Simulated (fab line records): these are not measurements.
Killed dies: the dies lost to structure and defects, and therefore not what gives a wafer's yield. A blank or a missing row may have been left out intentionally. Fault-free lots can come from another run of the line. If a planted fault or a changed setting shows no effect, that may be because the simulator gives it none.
Which of the tools did it? -- flow nand-harc -- 7 lots with 21 wafers sampled at 5 steps, on a route of 1302 steps

## WHAT THE GAUGES READ, wafer by wafer
NHARC_END_SORT_01.
lot,measured,on,defect-limited-yield (%)
L641,day 26 21:11,prober-02,96 95 95
L645,day 28 20:26,prober-02,96 0 97

## EACH LOT AND THE TOOL THAT RAN IT (in order: tool; ch and the chambers of the sampled wafers; start)
lot,NHARC_A_M0_DEP_00,NHARC_A_BONDPAD_PVD_17,NHARC_THIN_TSV_ETCH_15,NHARC_THIN_TSV_STRIP_56
L637,"pecvd-01 ch 0,1,2, day 23 11:03","pvd-sputter-02, day 24 13:04 or earlier","rie-si-01 ch 0,1,2, day 24 13:04","plasma-asher-01 ch 0,1, day 24 18:49"
L638,"pecvd-04 ch 0,1,2, day 24 05:23","pvd-sputter-02, day 25 07:52 or earlier","rie-si-01 ch 0,1,3, day 25 07:52","plasma-asher-01 ch 0,1, day 25 13:29"
L641,"pecvd-03 ch 0,1, day 25 04:01","pvd-sputter-02, day 26 06:01 or earlier","rie-si-02 ch 1,3, day 26 06:01","plasma-asher-02 ch 0,1, day 26 12:01"
L645,"pecvd-03 ch 0,1,2, day 27 02:59","pvd-sputter-02, day 28 05:36 or earlier","rie-si-06 ch 3, day 28 05:36","plasma-asher-01 ch 0,1, day 28 11:16"
L654,"pecvd-03 ch 0,1,2, day 30 22:02","pvd-sputter-02, day 32 03:29 or earlier","rie-si-01 ch 0,1,3, day 32 03:29","plasma-asher-02 ch 0,1, day 32 09:30"
L657,"pecvd-01 ch 0,1,2, day 31 11:37","pvd-sputter-03, day 32 13:34 or earlier","rie-si-06 ch 1,2,3, day 32 13:34","plasma-asher-02 ch 0,1, day 32 19:18"
L658,"pecvd-04 ch 0,2, day 31 23:19","pvd-sputter-03, day 32 22:46 or earlier","rie-si-06 ch 0,1,2, day 32 22:46","plasma-asher-01 ch 0,1, day 33 04:35"
- NHARC_A_M0_DEP_00: deposits SiOC, target thk 150 nm.
- NHARC_A_BONDPAD_PVD_17: deposits TaN, target thk 5 nm, time 8.06 s.
- NHARC_THIN_TSV_ETCH_15: target depth 3000 nm, bosch target overetch cycles 2, bosch etch step 2.8 s.
- NHARC_THIN_TSV_STRIP_56: strips in O2.

## THE ANSWER, worked out from the rows above alone
Rule: the lots themselves supply what counts as usual. Put in order of their means at a reading, lots are off if they are a third of the lots or fewer, leave a main group of 4 or more, and stand apart from it by a gap of 3 or more times the standard deviation of the main group's means; of several such gaps the widest counts. A main group is skipped when, at the precision printed for the reading in the tables above, its means are all equal. A lot without any number at a reading at which 4 lots or more have one is off too. All remaining lots with rows at the step are treated as sound.
Across all readings shown, no lot is off: no conclusion can be drawn from this.

## WHAT WAS PUT IN BY THE SIMULATOR
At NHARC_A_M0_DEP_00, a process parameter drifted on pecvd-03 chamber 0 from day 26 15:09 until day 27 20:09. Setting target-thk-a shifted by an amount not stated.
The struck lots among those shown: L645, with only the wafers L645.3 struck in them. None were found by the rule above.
